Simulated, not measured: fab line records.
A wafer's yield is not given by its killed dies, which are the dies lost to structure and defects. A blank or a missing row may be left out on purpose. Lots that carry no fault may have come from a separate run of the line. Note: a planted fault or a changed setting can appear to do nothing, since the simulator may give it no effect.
Matching of chambers || flow nand-harc || NHARC_A_CONTACT_ETCH_98 on rie-diel-04: 4 sister chambers
The step etches the open film in C4F6/O2, target depth 20 nm, time 10 s. 4 wafers are shown with their chamber, then 10 later ones without.

EACH WAFER AND ITS CHAMBER
{"wafer": "L326.2", "chamber": 0, "showerhead-plenum-p-Torr (Torr)": 3.82}
{"wafer": "L329.1", "chamber": 3, "showerhead-plenum-p-Torr (Torr)": 3.88}
{"wafer": "L329.3", "chamber": 1, "showerhead-plenum-p-Torr (Torr)": 3.71}
{"wafer": "L329.4", "chamber": 2, "showerhead-plenum-p-Torr (Torr)": 3.87}

WAFERS WHOSE CHAMBER IS MISSING
{"wafer": "L327.1", "showerhead-plenum-p-Torr (Torr)": 3.87}
{"wafer": "L327.5", "showerhead-plenum-p-Torr (Torr)": 3.71}
{"wafer": "L327.6", "showerhead-plenum-p-Torr (Torr)": 3.87}
{"wafer": "L328.4", "showerhead-plenum-p-Torr (Torr)": 3.87}
{"wafer": "L328.5", "showerhead-plenum-p-Torr (Torr)": 3.88}
{"wafer": "L328.6", "showerhead-plenum-p-Torr (Torr)": 3.87}
{"wafer": "L332.1", "showerhead-plenum-p-Torr (Torr)": 3.81}
{"wafer": "L337.2", "showerhead-plenum-p-Torr (Torr)": 3.70}
{"wafer": "L337.4", "showerhead-plenum-p-Torr (Torr)": 3.81}
{"wafer": "L337.5", "showerhead-plenum-p-Torr (Torr)": 3.81}

WHICH CHAMBER EACH WENT THROUGH
{"wafer": "L327.1", "from the rows above": "can't be placed: 2 or 3", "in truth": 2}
{"wafer": "L327.5", "from the rows above": 1, "in truth": 1}
{"wafer": "L327.6", "from the rows above": "can't be placed: 2 or 3", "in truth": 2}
{"wafer": "L328.4", "from the rows above": "can't be placed: 2 or 3", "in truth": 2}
{"wafer": "L328.5", "from the rows above": "can't be placed: 3 or 2", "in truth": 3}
{"wafer": "L328.6", "from the rows above": "can't be placed: 2 or 3", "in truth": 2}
{"wafer": "L332.1", "from the rows above": 0, "in truth": 0}
{"wafer": "L337.2", "from the rows above": 1, "in truth": 1}
{"wafer": "L337.4", "from the rows above": 0, "in truth": 0}
{"wafer": "L337.5", "from the rows above": 0, "in truth": 0}
Placed correctly: 5 of 10. Cannot be placed on the basis of these rows: 5; the candidates contain the true chamber in 5. 0 placed wrongly.
How it was worked out, from the rows above alone: a wafer's distance from a chamber is the root of the sum, over the readings, of the square of ((its reading less the chamber's mean) divided by the reading's scatter). The wafer belongs to the nearest chamber; if the next one is less than 2 further off, it can't be placed. Each chamber's mean is taken over the wafers shown for it. The scatter (one wafer shown for each chamber): square how far every hidden wafer sits from the nearest shown wafer, average those squares and take the square root.
